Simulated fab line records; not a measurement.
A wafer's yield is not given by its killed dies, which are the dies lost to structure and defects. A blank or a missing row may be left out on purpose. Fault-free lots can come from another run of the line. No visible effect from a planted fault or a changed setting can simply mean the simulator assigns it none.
Lot-split experiment -- flow n5-finfet -- 39 wafers read across 7 lots, on a route 1938 steps long

## SPLIT DETAILS
At N5_PASSIVATION_PASS_ETCH_47 (etches SiNx in CF4/O2, target depth 770 nm, time 385 s), the setting time-s was moved away from the recipe's 385 s on 6 of the 39 wafers read, by +18.1% to +19.9%. The other wafers ran this setting at the recipe's value.

The reading comes from the split's own step.

## THE READING
etch.depth-nm (the simulator's own value, which no gauge read), in nm, at N5_PASSIVATION_PASS_ETCH_47 (etches SiNx in CF4/O2, target depth 770 nm, time 385 s). The file does not state a usual value for it. The 33 wafers here that ran the recipe average 765.9 nm, standard deviation 24 nm.

wafer,"tool, chamber at the split","time-s as run, s",against the recipe,"etch.depth-nm, nm",against lot-mates on the recipe
L074.1,"rie-diel-05, 2",385,recipe,776.9,-
L074.2,"rie-diel-05, 1",385,recipe,726.7,-
L074.3,"rie-diel-05, 3",385,recipe,746.8,-
L074.4,"rie-diel-05, 0",385,recipe,736.1,-
L074.5,"rie-diel-05, 0",385,recipe,725,-
L074.6,"rie-diel-05, 3",385,recipe,754.4,-
L075.2,"rie-diel-01, 3",385,recipe,769.6,-
L075.4,"rie-diel-01, 1",385,recipe,791.6,-
L075.6,"rie-diel-01, 0",385,recipe,806,-
L083.1,"rie-diel-02, 3",385,recipe,784.7,-
L083.2,"rie-diel-02, 1",385,recipe,739.5,-
L083.3,"rie-diel-02, 2",385,recipe,739.3,-
L083.4,"rie-diel-02, 1",385,recipe,734.9,-
L083.5,"rie-diel-02, 2",385,recipe,735.8,-
L083.6,"rie-diel-02, 3",385,recipe,790.8,-
L085.1,"rie-diel-01, 0",385,recipe,794.8,-
L085.2,"rie-diel-01, 3",385,recipe,769.3,-
L085.3,"rie-diel-01, 1",385,recipe,777.2,-
L085.4,"rie-diel-01, 2",385,recipe,757.9,-
L085.5,"rie-diel-01, 3",385,recipe,769.9,-
L085.6,"rie-diel-01, 0",385,recipe,798.3,-
L086.1,"rie-diel-01, 2",385,recipe,751.9,-
L086.2,"rie-diel-01, 1",385,recipe,776.1,-
L086.3,"rie-diel-01, 3",385,recipe,757.5,-
L086.4,"rie-diel-01, 0",385,recipe,790.6,-
L086.5,"rie-diel-01, 3",385,recipe,756.8,-
L086.6,"rie-diel-01, 2",385,recipe,750.7,-
L089.1,"rie-diel-02, 3",385,recipe,784.6,-
L089.2,"rie-diel-02, 0",461.8,+19.9%,954.3,+189.8
L089.3,"rie-diel-02, 2",461.8,+19.9%,880.9,+116.4
L089.4,"rie-diel-02, 1",385,recipe,733.5,-
L089.5,"rie-diel-02, 0",461.8,+19.9%,937.2,+172.7
L089.6,"rie-diel-02, 3",385,recipe,775.5,-
L090.1,"rie-diel-01, 1",454.7,+18.1%,923.6,+133.5
L090.2,"rie-diel-01, 3",454.7,+18.1%,907.8,+117.7
L090.3,"rie-diel-01, 0",385,recipe,799.4,-
L090.4,"rie-diel-01, 3",385,recipe,768.8,-
L090.5,"rie-diel-01, 0",385,recipe,802.2,-
L090.6,"rie-diel-01, 1",454.7,+18.1%,918.4,+128.3

THE FIT
A straight line over all 39 wafers: etch.depth-nm changes by +8.11 nm for each +1% of time-s; r = +0.92; the points scatter about the line by 24 nm.
The same after taking each lot's own level away (the mean of its wafers on the recipe; 39 wafers): +7.55 nm for each +1%; r = +0.94; scatter 20 nm.
The reading moves by 1.5e+02 nm for the largest change in time-s, on that fit.
The span of the lots' own levels, 744.32 to 790.13 nm, comes to 1.9 times the standard deviation stated above.
So the lot-to-lot level changes the slope little: the two slopes agree.
Check: with one of the wafers moved furthest among these (+19.9%) left out of the fit, the line predicts +142 nm for it against its lot-mates. Against them it came out at +190 nm.

## OTHER SPLITS APPLIED TO THESE WAFERS
Before the reading, these wafers also passed through other splits. Each is held against what the fit with the lots' levels taken away leaves over:
other split on the same wafers,wafers away from the commonest value,r with etch.depth-nm (lot level and that fit taken away)
N5_BEOL_M15_ILD_DEP_00 time-s,6,+0.16

## THE FILE'S OWN FIT
etch.depth-nm changes by +7.54 nm for each +1% of time-s, r = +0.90.
